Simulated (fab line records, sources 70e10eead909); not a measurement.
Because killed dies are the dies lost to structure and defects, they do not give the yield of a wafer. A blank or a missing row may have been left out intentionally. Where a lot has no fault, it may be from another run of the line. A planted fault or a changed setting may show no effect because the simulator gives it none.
Matching of chambers :: flow nandHarc :: 4 sister chambers for NHARC_A_CONTACT_DESCUM_13 on rieDiel-05
The step chemistry O2, time 3 s. 18 wafers are shown with their chamber, then 9 later ones without.

EACH WAFER AND ITS CHAMBER
wafer: L203.2
chamber: 0
showerheadPlenumPTorr (Torr): 1.87
oesProductAu (a.u.): 1.017
throttleValvePct (%): 11.321

wafer: L203.5
chamber: 0
showerheadPlenumPTorr (Torr): 1.87
oesProductAu (a.u.): 1.013
throttleValvePct (%): 11.330

wafer: L203.6
chamber: 1
showerheadPlenumPTorr (Torr): 2.01
oesProductAu (a.u.): 1.011
throttleValvePct (%): 11.310

wafer: L207.1
chamber: 3
showerheadPlenumPTorr (Torr): 1.84
oesProductAu (a.u.): 1.012
throttleValvePct (%): 11.316

wafer: L207.2
chamber: 0
showerheadPlenumPTorr (Torr): 1.87
oesProductAu (a.u.): 1.015
throttleValvePct (%): 11.307

wafer: L207.5
chamber: 2
showerheadPlenumPTorr (Torr): 1.91
oesProductAu (a.u.): 0.999
throttleValvePct (%): 11.302

wafer: L211.1
chamber: 0
showerheadPlenumPTorr (Torr): 1.87
oesProductAu (a.u.): 1.016
throttleValvePct (%): 11.309

wafer: L211.2
chamber: 2
showerheadPlenumPTorr (Torr): 1.90
oesProductAu (a.u.): 1.000
throttleValvePct (%): 11.307

wafer: L211.4
chamber: 0
showerheadPlenumPTorr (Torr): 1.87
oesProductAu (a.u.): 1.006
throttleValvePct (%): 11.301

wafer: L210.1
chamber: 3
showerheadPlenumPTorr (Torr): 1.84
oesProductAu (a.u.): 1.006
throttleValvePct (%): 11.306

wafer: L210.3
chamber: 2
showerheadPlenumPTorr (Torr): 1.90
oesProductAu (a.u.): 0.998
throttleValvePct (%): 11.311

wafer: L210.5
chamber: 3
showerheadPlenumPTorr (Torr): 1.84
oesProductAu (a.u.): 1.002
throttleValvePct (%): 11.320

wafer: L215.1
chamber: 0
showerheadPlenumPTorr (Torr): 1.87
oesProductAu (a.u.): 0.998
throttleValvePct (%): 11.309

wafer: L215.3
chamber: 1
showerheadPlenumPTorr (Torr): 2.00
oesProductAu (a.u.): 1.013
throttleValvePct (%): 11.289

wafer: L215.6
chamber: 0
showerheadPlenumPTorr (Torr): 1.86
oesProductAu (a.u.): 1.001
throttleValvePct (%): 11.285

wafer: L223.2
chamber: 0
showerheadPlenumPTorr (Torr): 1.86
oesProductAu (a.u.): 0.980
throttleValvePct (%): 11.320

wafer: L223.3
chamber: 2
showerheadPlenumPTorr (Torr): 1.90
oesProductAu (a.u.): 0.984
throttleValvePct (%): 11.295

wafer: L223.5
chamber: 1
showerheadPlenumPTorr (Torr): 2.00
oesProductAu (a.u.): 1.001
throttleValvePct (%): 11.301

SIGNATURES (averages over the wafers above)
reading: showerheadPlenumPTorr
chamber 0: 1.8675
chamber 1: 2.0033
chamber 2: 1.9025
chamber 3: 1.8400
scatter within a chamber: 0.00456

reading: oesProductAu
chamber 0: 1.00575
chamber 1: 1.00833
chamber 2: 0.99525
chamber 3: 1.00667
scatter within a chamber: 0.0101

reading: throttleValvePct
chamber 0: 11.31025
chamber 1: 11.30000
chamber 2: 11.30375
chamber 3: 11.31400
scatter within a chamber: 0.0114
Rule: a wafer's distance from a chamber is the root of the sum, over the readings, of the square of ((its reading less the chamber's mean) divided by the reading's scatter). If the next closest chamber is less than 2 further off than the closest, the wafer can't be placed; otherwise it belongs to the closest. The scatter is the square root of a quotient: the sum, over the shown wafers, of each reading's squared deviation from its chamber's mean, divided by wafers minus chambers.

WAFERS WITHOUT THEIR CHAMBER
wafer: L224.3
showerheadPlenumPTorr (Torr): 1.83
oesProductAu (a.u.): 1.004
throttleValvePct (%): 11.307

wafer: L224.4
showerheadPlenumPTorr (Torr): 2.00
oesProductAu (a.u.): 1.004
throttleValvePct (%): 11.328

wafer: L224.5
showerheadPlenumPTorr (Torr): 1.83
oesProductAu (a.u.): 0.998
throttleValvePct (%): 11.304

wafer: L225.1
showerheadPlenumPTorr (Torr): 1.86
oesProductAu (a.u.): 0.981
throttleValvePct (%): 11.308

wafer: L225.3
showerheadPlenumPTorr (Torr): 1.90
oesProductAu (a.u.): 0.986
throttleValvePct (%): 11.299

wafer: L225.5
showerheadPlenumPTorr (Torr): 1.86
oesProductAu (a.u.): 0.988
throttleValvePct (%): 11.307

wafer: L226.2
showerheadPlenumPTorr (Torr): 1.86
oesProductAu (a.u.): 0.994
throttleValvePct (%): 11.315

wafer: L226.4
showerheadPlenumPTorr (Torr): 2.00
oesProductAu (a.u.): 1.003
throttleValvePct (%): 11.313

wafer: L226.6
showerheadPlenumPTorr (Torr): 1.83
oesProductAu (a.u.): 0.996
throttleValvePct (%): 11.301

THE CHAMBER EACH PASSED THROUGH
wafer: L224.3
from the rows above: 3
in truth: 3

wafer: L224.4
from the rows above: 1
in truth: 1

wafer: L224.5
from the rows above: 3
in truth: 3

wafer: L225.1
from the rows above: 0
in truth: 0

wafer: L225.3
from the rows above: 2
in truth: 2

wafer: L225.5
from the rows above: 0
in truth: 0

wafer: L226.2
from the rows above: 0
in truth: 0

wafer: L226.4
from the rows above: 1
in truth: 1

wafer: L226.6
from the rows above: 3
in truth: 3
Placed correctly: 9 of 9. Not placeable from these rows: 0. Placed wrongly: 0.
